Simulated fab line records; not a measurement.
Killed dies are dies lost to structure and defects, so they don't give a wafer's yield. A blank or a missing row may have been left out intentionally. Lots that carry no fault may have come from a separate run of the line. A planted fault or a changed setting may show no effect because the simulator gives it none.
The tool behind it: which one?	flow nand_harc	Sampling: 24 lots, 72 wafers, 6 of 1159 route steps

WHAT THE GAUGES SHOWED, per wafer
The record lacks any reading of a measuring or inspecting step that a usual standard deviation could be used to judge.

EACH LOT AND THE TOOL THAT RAN IT (in order: tool; ch and the chambers of the sampled wafers; start)
lot	NHARC_A_WL_FILL_STRIP_29	NHARC_A_CONTACT_DEP_24	NHARC_A_CONTACT_ETCH_112	NHARC_A_CONTACT_ETCH_119	NHARC_A_CONTACT_ETCH_102	NHARC_A_CONTACT_STRIP_55
L074	rie_diel-06 ch 1,2, day 15 00:25	pecvd-03 ch 0,1,2, day 15 11:43	har_cap_etch-03 ch 0,1, day 15 19:53	har_cap_etch-03 ch 0,1, day 15 20:43	rie_diel-04 ch 0,3, day 15 23:31	rie_diel-04 ch 0,3, no start
L076	rie_diel-09 ch 2,3, day 16 00:24	pecvd-02 ch 0,1,2, day 16 12:26	har_cap_etch-01 ch 0,1, day 16 18:01	har_cap_etch-01 ch 0,1, day 16 18:39	rie_diel-07 ch 0,1,2, day 16 20:10	rie_diel-07 ch 0,1,2, no start
L075	rie_diel-06 ch 0,1,2, day 16 06:07	pecvd-03 ch 1,2, day 16 17:43	har_cap_etch-02 ch 0,1, day 16 22:47	har_cap_etch-02 ch 0,1, day 16 23:25	rie_diel-04 ch 0,1,2, day 17 00:58	rie_diel-04 ch 0,1,2, no start
L077	rie_diel-08 ch 0,3, day 16 06:29	pecvd-02 ch 1,2, day 16 18:02	har_cap_etch-03 ch 0,1, day 17 00:08	har_cap_etch-03 ch 0,1, day 17 00:59	rie_diel-07 ch 1,2,3, day 17 02:48	rie_diel-07 ch 0,1,3, no start
L078	rie_diel-06 ch 0,2,3, day 16 08:40	pecvd-02 ch 0,1,2, day 16 23:10	har_cap_etch-03 ch 0,1, day 17 04:25	har_cap_etch-03 ch 0,1, day 17 05:16	rie_diel-04 ch 0,1, day 17 06:59	rie_diel-04 ch 2,3, no start
L079	rie_diel-06 ch 0,1,3, day 16 14:34	pecvd-03 ch 0,1,2, day 17 03:22	har_cap_etch-01 ch 0,1, day 17 08:56	har_cap_etch-01 ch 0,1, day 17 09:35	rie_diel-04 ch 0,2,3, day 17 11:04	rie_diel-04 ch 0,2,3, no start
L082	rie_diel-09 ch 1,3, day 17 10:21	pecvd-03 ch 0,1,2, day 17 21:58	har_cap_etch-02 ch 1, day 18 03:08	har_cap_etch-02 ch 1, day 18 03:46	rie_diel-04 ch 0,1, day 18 05:15	rie_diel-04 ch 0,1,3, no start
L084	rie_diel-09 ch 1,3, day 17 18:30	pecvd-04 ch 0,1, day 18 06:08	har_cap_etch-03 ch 0,1, day 18 13:56	har_cap_etch-03 ch 0,1, day 18 14:34	rie_diel-07 ch 0,2,3, day 18 16:02	rie_diel-07 ch 1,2, no start
L081	rie_diel-09 ch 1,2,3, day 17 22:08	pecvd-04 ch 0,1, day 18 09:43	har_cap_etch-02 ch 0,1, day 18 15:34	har_cap_etch-02 ch 0,1, day 18 16:13	rie_diel-05 ch 0,1, day 18 17:41	rie_diel-05 ch 0,1,2, no start
L080	rie_diel-08 ch 0,1,2, day 18 00:10	pecvd-02 ch 0,1, day 18 14:29	har_cap_etch-02 ch 0,1, day 18 19:31	har_cap_etch-02 ch 0,1, day 18 20:10	rie_diel-07 ch 0,1, day 18 21:41	rie_diel-07 ch 0,3, no start
L083	rie_diel-09 ch 1,2,3, day 18 00:11	pecvd-02 ch 0,1,2, day 18 10:23	har_cap_etch-01 ch 0,1, day 18 16:26	har_cap_etch-01 ch 0,1, day 18 17:04	rie_diel-04 ch 0,3, day 18 18:33	rie_diel-04 ch 0,2,3, no start
L086	rie_diel-08 ch 1,3, day 18 23:43	pecvd-03 ch 0,1,2, day 19 10:50	har_cap_etch-01 ch 0,1, day 19 16:21	har_cap_etch-01 ch 0,1, day 19 16:59	rie_diel-04 ch 2,3, day 19 18:38	rie_diel-04 ch 1,2,3, no start
L087	rie_diel-06 ch 0,1, day 18 23:43	pecvd-02 ch 1,2, day 19 10:48	har_cap_etch-02 ch 0,1, day 19 15:52	har_cap_etch-02 ch 0,1, day 19 16:29	rie_diel-04 ch 1,3, day 19 18:05	rie_diel-04 ch 1,2, no start
L085	rie_diel-06 ch 0,1,2, day 19 03:38	pecvd-02 ch 0,1,2, day 19 19:23	har_cap_etch-02 ch 0,1, day 20 01:25	har_cap_etch-02 ch 0,1, day 20 02:03	rie_diel-05 ch 0,1,2, day 20 03:43	rie_diel-05 ch 0,1,2, no start
L088	rie_diel-06 ch 0,1, day 19 03:46	pecvd-03 ch 0,1, day 19 23:07	har_cap_etch-03 ch 0, day 20 04:17	har_cap_etch-03 ch 0, day 20 05:07	rie_diel-04 ch 0,1,2, day 20 07:36	rie_diel-04 ch 0,1,3, no start
L089	rie_diel-08 ch 1,2, day 19 03:48	pecvd-03 ch 0,2, day 19 18:56	har_cap_etch-01 ch 0,1, day 20 00:11	har_cap_etch-01 ch 0,1, day 20 00:49	rie_diel-07 ch 0,1,3, day 20 02:34	rie_diel-07 ch 0,1,3, no start
L091	rie_diel-08 ch 0,2,3, day 19 08:41	pecvd-02 ch 0,1,2, day 20 02:37	har_cap_etch-03 ch 0,1, day 20 08:11	har_cap_etch-03 ch 0,1, day 20 09:02	rie_diel-05 ch 2,3, day 20 10:58	rie_diel-05 ch 0,2,3, no start
L090	rie_diel-06 ch 0,1,2, day 19 08:46	pecvd-02 ch 0,1,2, day 20 03:23	har_cap_etch-02 ch 0,1, day 20 09:41	har_cap_etch-02 ch 0,1, day 20 10:19	rie_diel-05 ch 0,2, day 20 11:49	rie_diel-05 ch 1,3, no start
L093	rie_diel-06 ch 1,2,3, day 19 23:34	pecvd-03 ch 1,2, day 20 11:06	har_cap_etch-02 ch 0,1, day 20 19:55	har_cap_etch-02 ch 0,1, day 20 20:34	rie_diel-07 ch 0,1,3, day 20 22:05	rie_diel-07 ch 0,1,3, no start
L092	rie_diel-09 ch 0,1,3, day 19 23:35	pecvd-04 ch 1,2, day 20 10:50	har_cap_etch-03 ch 0,1, day 20 17:57	har_cap_etch-03 ch 0,1, day 20 18:48	rie_diel-04 ch 0,3, day 20 20:32	rie_diel-04 ch 1,3, no start
L094	rie_diel-06 ch 1,2,3, day 20 16:07	pecvd-02 ch 1,2, day 21 03:38	har_cap_etch-01 ch 0,1, day 21 11:43	har_cap_etch-01 ch 0,1, day 21 12:21	rie_diel-04 ch 2,3, day 21 14:00	rie_diel-04 ch 0,1,3, no start
L095	rie_diel-09 ch 1,2, day 20 16:08	pecvd-04 ch 0,1, day 21 03:40	har_cap_etch-03 ch 0,1, day 21 12:50	har_cap_etch-03 ch 0,1, day 21 13:28	rie_diel-04 ch 1,2,3, day 21 14:56	rie_diel-04 ch 0,2,3, no start
L096	rie_diel-09 ch 0,2,3, day 21 05:20	pecvd-02 ch 1,2, day 21 20:58	har_cap_etch-02 ch 0,1, day 22 02:33	har_cap_etch-02 ch 0,1, day 22 03:11	rie_diel-05 ch 0,1,2, day 22 04:40	rie_diel-05 ch 0,2,3, no start
L097	rie_diel-09 ch 1,3, day 21 08:27	pecvd-04 ch 0,2, day 22 01:22	har_cap_etch-01 ch 0,1, day 22 06:45	har_cap_etch-01 ch 0,1, day 22 07:23	rie_diel-05 ch 1,2, day 22 08:50	rie_diel-05 ch 1,2, no start
- NHARC_A_WL_FILL_STRIP_29: strips in O2, time 20 s.
- NHARC_A_CONTACT_DEP_24: deposits SiO2, target thk 500 nm.
- NHARC_A_CONTACT_ETCH_112: etches the open film in C4F8/O2/Ar, time 94 s, target depth 922 nm.
- NHARC_A_CONTACT_ETCH_119: etches the open film in C4F8/O2/Ar, time 94 s, target depth 922 nm.
- NHARC_A_CONTACT_ETCH_102: etches the open film in CF4/O2, target depth 70 nm, overetch 7 nm, time 38.5 s.
- NHARC_A_CONTACT_STRIP_55: strips in O2.

AS READ BY THE TOOLS THEMSELVES (means over the sampled wafers that have a number; for cases with no such wafer, the mark the record gives instead)
NHARC_A_WL_FILL_STRIP_29. Usual: drypump_motor_current_A 5.7 A, standard deviation 0.41; oes_product_au 1.001 a.u., standard deviation 0.017; rf_vpp_V 57.8 V, standard deviation 0.89; showerhead_plenum_p_Torr 3.52 Torr, standard deviation 0.14; throttle_valve_pct 17.037 %, standard deviation 0.0089.
lot	tool	drypump_motor_current_A (A)	oes_product_au (a.u.)	rf_vpp_V (V)	showerhead_plenum_p_Torr (Torr)	throttle_valve_pct (%)	flag
L074	rie_diel-06	5.6	0.995	57.9	3.57	17.040	
L076	rie_diel-09	5.6	1.010	57.7	3.37	17.030	
L075	rie_diel-06	5.8	0.990	58.0	3.58	17.039	
L077	rie_diel-08	5.0	0.981	58.2	3.66	17.041	
L078	rie_diel-06	5.7	1.007	57.8	3.67	17.026	
L079	rie_diel-06	6.0	0.998	58.4	3.62	17.027	
L082	rie_diel-09	6.0	1.028	57.7	3.39	17.037	
L084	rie_diel-09	6.2	1.021	57.5	3.35	17.040	
L081	rie_diel-09	5.9	1.024	57.4	3.36	17.033	
L080	rie_diel-08	5.5	0.996	57.8	3.53	17.034	
L083	rie_diel-09	5.9	1.022	57.4	3.36	17.045	
L086	rie_diel-08	5.5	1.006	58.0	3.55	17.036	
L087	rie_diel-06	6.1	1.002	57.9	3.53	17.035	
L085	rie_diel-06	5.8	0.998	57.7	3.58	17.031	
L088	rie_diel-06	6.0	1.002	58.4	3.58	17.035	
L089	rie_diel-08	5.7	0.996	57.5	3.50	17.035	
L091	rie_diel-08	5.3	0.989	58.0	3.60	17.043	
L090	rie_diel-06	5.8	0.996	58.3	3.58	17.043	
L093	rie_diel-06	5.9	1.000	57.6	3.62	17.032	
L092	rie_diel-09	5.8	1.011	57.4	3.38	17.041	
L094	rie_diel-06	5.9	0.987	57.7	3.62	17.029	
L095	rie_diel-09	6.1	1.021	57.3	3.31	17.047	
L096	rie_diel-09	5.5	1.004	58.4	3.39	17.040	
L097	rie_diel-09	6.0	1.025	57.7	3.39	17.037	

NHARC_A_CONTACT_DEP_24. Usual: heater_power_outer_w 320 W, standard deviation 67; heater_power_w 593 W, standard deviation 120; throttle_valve_pct 15.97 %, standard deviation 0.29.
lot	tool	heater_power_outer_w (W)	heater_power_w (W)	throttle_valve_pct (%)	flag
L074	pecvd-03	352	595	15.69	
L076	pecvd-02	343	641	15.94	
L075	pecvd-03	277	500	15.84	
L077	pecvd-02	331	683	15.87	
L078	pecvd-02	323	614	16.06	
L079	pecvd-03	310	553	15.89	
L082	pecvd-03	281	513	15.93	
L084	pecvd-04	371	689	15.84	
L081	pecvd-04	382	689	15.95	
L080	pecvd-02	322	588	15.92	
L083	pecvd-02	289	571	15.98	
L086	pecvd-03	294	522	16.06	
L087	pecvd-02	314	637	16.36	
L085	pecvd-02	315	597	16.05	
L088	pecvd-03	313	539	16.00	
L089	pecvd-03	341	600	16.01	
L091	pecvd-02	313	611	16.09	
L090	pecvd-02	332	627	15.98	
L093	pecvd-03	301	549	15.83	
L092	pecvd-04	290	563	16.02	
L094	pecvd-02	361	682	16.25	
L095	pecvd-04	427	754	16.17	
L096	pecvd-02	304	624	16.37	
L097	pecvd-04	434	734	16.18	

NHARC_A_CONTACT_ETCH_102. Usual: cf4_flow_sccm 80.01 sccm, standard deviation 0.27; drypump_motor_current_A 5.6 A, standard deviation 0.53; oes_product_au 0.997 a.u., standard deviation 0.013; rf_vpp_V 198.1 V, standard deviation 1.1; showerhead_plenum_p_Torr 1.35 Torr, standard deviation 0.042; throttle_valve_pct 13.398 %, standard deviation 0.0091.
lot	tool	cf4_flow_sccm (sccm)	drypump_motor_current_A (A)	oes_product_au (a.u.)	rf_vpp_V (V)	showerhead_plenum_p_Torr (Torr)	throttle_valve_pct (%)	flag
L074	rie_diel-04	79.88	5.6	1.018	198.7	1.37	13.400	
L076	rie_diel-07	80.04	5.5	0.989	198.2	1.36	13.399	
L075	rie_diel-04	80.06	5.6	1.003	198.4	1.34	13.397	
L077	rie_diel-07	79.98	5.5	0.997	197.1	1.33	13.394	
L078	rie_diel-04	79.85	5.3	0.991	198.6	1.33	13.403	
L079	rie_diel-04	80.21	5.7	1.011	198.1	1.36	13.393	
L082	rie_diel-04	79.94	5.4	0.998	197.8	1.32	13.404	
L084	rie_diel-07	79.92	5.6	0.985	197.3	1.36	13.397	
L081	rie_diel-05	80.02	5.9	0.988	197.9	1.34	13.394	
L080	rie_diel-07	80.30	5.0	0.982	199.0	1.40	13.396	
L083	rie_diel-04	79.90	5.8	1.011	198.3	1.35	13.396	
L086	rie_diel-04	80.04	5.7	1.012	199.0	1.38	13.395	
L087	rie_diel-04	79.72	5.3	1.003	198.6	1.37	13.390	
L085	rie_diel-05	79.88	6.0	0.989	198.9	1.36	13.393	
L088	rie_diel-04	79.78	5.6	0.994	197.8	1.33	13.389	
L089	rie_diel-07	79.88	5.0	0.989	197.7	1.37	13.396	
L091	rie_diel-05	80.36	6.3	1.003	198.0	1.31	13.397	
L090	rie_diel-05	80.00	6.3	0.988	197.0	1.33	13.403	
L093	rie_diel-07	79.80	5.1	0.985	198.7	1.36	13.398	
L092	rie_diel-04	80.11	5.8	1.008	197.6	1.34	13.400	
L094	rie_diel-04	79.93	5.7	1.004	198.9	1.38	13.400	
L095	rie_diel-04	80.10	5.5	1.012	198.2	1.36	13.401	
L096	rie_diel-05	80.03	6.0	0.990	197.2	1.36	13.398	
L097	rie_diel-05	79.73	6.0	0.993	198.8	1.37	13.402	

NHARC_A_CONTACT_STRIP_55. Usual: drypump_motor_current_A 5.6 A, standard deviation 0.53; oes_product_au 0.998 a.u., standard deviation 0.015; rf_vpp_V 57.9 V, standard deviation 0.87; showerhead_plenum_p_Torr 3.57 Torr, standard deviation 0.11; throttle_valve_pct 17.037 %, standard deviation 0.008.
lot	tool	drypump_motor_current_A (A)	oes_product_au (a.u.)	rf_vpp_V (V)	showerhead_plenum_p_Torr (Torr)	throttle_valve_pct (%)	flag
L074	rie_diel-04	5.6	1.017	57.5	3.62	17.037	
L076	rie_diel-07	5.5	0.988	58.1	3.61	17.037	
L075	rie_diel-04	5.6	1.005	59.0	3.54	17.045	
L077	rie_diel-07	5.1	0.993	58.4	3.63	17.032	
L078	rie_diel-04	5.6	1.010	58.3	3.67	17.033	
L079	rie_diel-04	5.8	1.001	57.6	3.60	17.027	
L082	rie_diel-04	5.5	0.995	58.1	3.56	17.039	
L084	rie_diel-07	5.5	0.990	57.3	3.53	17.042	
L081	rie_diel-05	5.9	0.984	57.6	3.59	17.034	
L080	rie_diel-07	5.1	0.987	58.1	3.69	17.041	
L083	rie_diel-04	5.7	1.013	58.5	3.60	17.046	
L086	rie_diel-04	5.4	0.998	57.5	3.60	17.036	
L087	rie_diel-04	5.3	0.989	58.2	3.54	17.036	
L085	rie_diel-05	5.9	0.999	57.4	3.59	17.032	
L088	rie_diel-04	5.5	1.007	57.1	3.55	17.032	
L089	rie_diel-07	5.0	0.992	57.9	3.62	17.036	
L091	rie_diel-05	6.3	1.004	57.3	3.48	17.034	
L090	rie_diel-05	5.9	1.004	58.3	3.53	17.031	
L093	rie_diel-07	5.1	0.990	58.2	3.61	17.031	
L092	rie_diel-04	5.3	0.999	57.8	3.62	17.039	
L094	rie_diel-04	5.5	1.002	57.4	3.55	17.030	
L095	rie_diel-04	5.8	1.018	57.4	3.59	17.036	
L096	rie_diel-05	6.3	1.001	56.8	3.47	17.038	
L097	rie_diel-05	5.6	0.995	58.0	3.68	17.041	

THE ANSWER, worked out from the rows above alone
Rule: take the mean of a lot's wafers that have a number; if it is more than 3 standard deviations from the usual mean, the lot is off. A lot without any number at a reading at which 4 lots or more have one is off too. Any other lot the step has rows for is counted as sound. Order of review: gauges by route order, followed by the tools' own readings, for which a lot's mean as printed above is used. The first step at which some lot is off is used, and at that step the reading that is off furthest; a lot without a number counts as furthest.
Nothing can be told from this: no lot is off at any reading shown.

WHAT THE SIMULATOR HAD INSERTED
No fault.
